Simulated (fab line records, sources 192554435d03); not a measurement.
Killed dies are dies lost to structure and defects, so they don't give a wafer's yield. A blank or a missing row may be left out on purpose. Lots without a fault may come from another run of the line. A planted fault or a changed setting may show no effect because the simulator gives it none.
Chamber matching | flow n5_finfet | N5_BEOL_M7_STRIP_36 on rie_diel-03: 4 sister chambers
The step strips in N2/H2. 16 wafers are shown with their chamber, then 8 later ones without.

WAFERS WITH THEIR CHAMBER
wafer  | chamber | showerhead_plenum_p_Torr (Torr) | drypump_motor_current_A (A) | throttle_valve_pct (%)
L076.3 | 3       | 2.50                            | 6.5                         | 24.0
L076.5 | 0       | 2.41                            | 6.4                         | 23.5
L076.6 | 1       | 2.62                            | 5.8                         | 23.4
L079.1 | 3       | 2.49                            | 6.5                         | 24.1
L079.2 | 0       | 2.41                            | 6.4                         | 23.5
L079.3 | 1       | 2.62                            | 5.8                         | 23.4
L080.2 | 2       | 2.56                            | 6.2                         | 22.8
L080.5 | 1       | 2.62                            | 5.8                         | 23.4
L080.6 | 2       | 2.56                            | 6.2                         | 22.8
L082.2 | 1       | 2.61                            | 5.8                         | 23.4
L082.3 | 0       | 2.41                            | 6.3                         | 23.6
L082.5 | 0       | 2.41                            | 6.3                         | 23.5
L090.1 | 1       | 2.61                            | 5.8                         | 23.5
L090.2 | 2       | 2.55                            | 6.2                         | 22.8
L090.3 | 3       | 2.49                            | 6.5                         | 23.6
L094.1 | 2       | 2.55                            | 6.2                         | 22.8

SIGNATURES (means of the wafers above)
reading                  | chamber 0 | chamber 1 | chamber 2 | chamber 3 | scatter within a chamber
showerhead_plenum_p_Torr | 2.4100    | 2.6160    | 2.5550    | 2.4933    | 0.00489
drypump_motor_current_A  | 6.350     | 5.800     | 6.200     | 6.500     | 0.0289
throttle_valve_pct       | 23.525    | 23.420    | 22.800    | 23.900    | 0.114
Rule: a wafer's distance from a chamber is the root of the sum, over the readings, of the square of ((its reading less the chamber's mean) divided by the reading's scatter). The wafer belongs to the nearest chamber; if the next one is less than 2 further off, it can't be placed. The scatter: the root of (the sum of the squares of (reading less its chamber's mean) over the shown wafers, divided by (wafers less chambers)).

WAFERS WITHOUT THEIR CHAMBER
wafer  | showerhead_plenum_p_Torr (Torr) | drypump_motor_current_A (A) | throttle_valve_pct (%)
L094.2 | 2.40                            | 6.4                         | 23.6
L094.4 | 2.60                            | 5.8                         | 23.5
L095.1 | 2.48                            | 6.5                         | 23.7
L095.3 | 2.60                            | 5.8                         | 23.5
L095.4 | 2.54                            | 6.2                         | 22.8
L097.3 | 2.60                            | 5.8                         | 23.5
L097.5 | 2.39                            | 6.4                         | 23.6
L097.6 | 2.60                            | 5.8                         | 23.5

WHICH CHAMBER EACH WENT THROUGH
wafer  | from the rows above | in truth
L094.2 | 0                   | 0
L094.4 | 1                   | 1
L095.1 | 3                   | 3
L095.3 | 1                   | 1
L095.4 | 2                   | 2
L097.3 | 1                   | 1
L097.5 | 0                   | 0
L097.6 | 1                   | 1
Placed correctly: 8 of 8. Can't be placed from these rows: 0. Placed wrongly: 0.
